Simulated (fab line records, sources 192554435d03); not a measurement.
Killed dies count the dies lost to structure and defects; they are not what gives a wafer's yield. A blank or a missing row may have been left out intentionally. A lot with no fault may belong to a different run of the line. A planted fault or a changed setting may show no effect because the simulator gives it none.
Split-lot study	flow n5Finfet	on a route of 1938 steps: 7 lots, 21 wafers read

== ABOUT THE SPLIT ==
At N5_BEOL_M0_CUTY_DESCUM_61 (chemistry O2, time 7.9 s), the setting timeS was moved away from the recipe's 7.9 s on 9 of the 21 wafers read, by -18.2% to +21.5%. The other wafers ran this setting at the recipe's value.

Reading taken at the split's own step.

== THE READING ==
CAR-ArF-block_of_BEOL_M0_CUTY_COAT_51.thkNm (the simulator's own value, which no gauge read), in nm, at N5_BEOL_M0_CUTY_DESCUM_61 (chemistry O2, time 7.9 s). The file does not state a usual value for it. Here, 12 wafers ran the recipe; their average is 143.9 nm with a standard deviation of 0.24 nm.

wafer	tool, chamber at the split	timeS as run, s	against the recipe	CAR-ArF-block_of_BEOL_M0_CUTY_COAT_51.thkNm, nm	against lot-mates on the recipe
L076.2	rieDiel-05, 0	7.9	recipe	144.2	-
L076.5	rieDiel-05, 0	7.9	recipe	144	-
L076.6	rieDiel-05, 3	7.9	recipe	143.6	-
L077.1	rieDiel-04, 0	7.9	recipe	143.4	-
L077.2	rieDiel-04, 3	6.465	-18.2%	144.4	+0.9
L077.4	rieDiel-04, 2	7.9	recipe	143.6	-
L082.1	rieDiel-06, 3	7.9	recipe	143.8	-
L082.4	rieDiel-06, 3	7.9	recipe	144	-
L082.5	rieDiel-06, 1	6.907	-12.6%	144.6	+0.7
L083.2	rieDiel-04, 0	7.9	recipe	144.2	-
L083.3	rieDiel-04, 2	8.758	+10.9%	143.4	-0.7
L083.5	rieDiel-04, 2	7.9	recipe	144	-
L090.1	rieDiel-06, 1	6.911	-12.5%	144.6	+0.6
L090.2	rieDiel-06, 2	6.911	-12.5%	145.2	+1.2
L090.5	rieDiel-06, 1	7.9	recipe	144	-
L094.3	rieDiel-05, 1	7.9	recipe	143.8	-
L094.4	rieDiel-05, 3	8.362	+5.8%	143.4	-0.4
L094.6	rieDiel-05, 0	8.362	+5.8%	143.2	-0.6
L096.1	rieDiel-04, 3	9.6	+21.5%	143.2	-0.6
L096.2	rieDiel-04, 2	9.6	+21.5%	143	-0.8
L096.5	rieDiel-04, 3	7.9	recipe	143.8	-

THE FIT
A straight line over all 21 wafers: CAR-ArF-block_of_BEOL_M0_CUTY_COAT_51.thkNm changes by -0.0469 nm for each +1% of timeS; r = -0.85; the points scatter about the line by 0.3 nm.
The same after taking each lot's own level away (the mean of its wafers on the recipe; 21 wafers): -0.0479 nm for each +1%; r = -0.90; scatter 0.23 nm.
On that fit, the largest move of timeS shifts the reading by 1 nm.
The lots' own levels span 143.50 to 144.10 nm, that is 2.5 times the standard deviation above.
Hence the lot-to-lot level has little effect on the slope; both slopes agree.
Check: with one of the wafers moved furthest among these (+21.5%) left out of the fit, the line predicts -1.15 nm for it against its lot-mates. Against them it came out at -0.6 nm.

== FILE'S OWN FIT ==
CAR-ArF-block_of_BEOL_M0_CUTY_COAT_51.thkNm changes by -0.0492 nm for each +1% of timeS, r = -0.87.
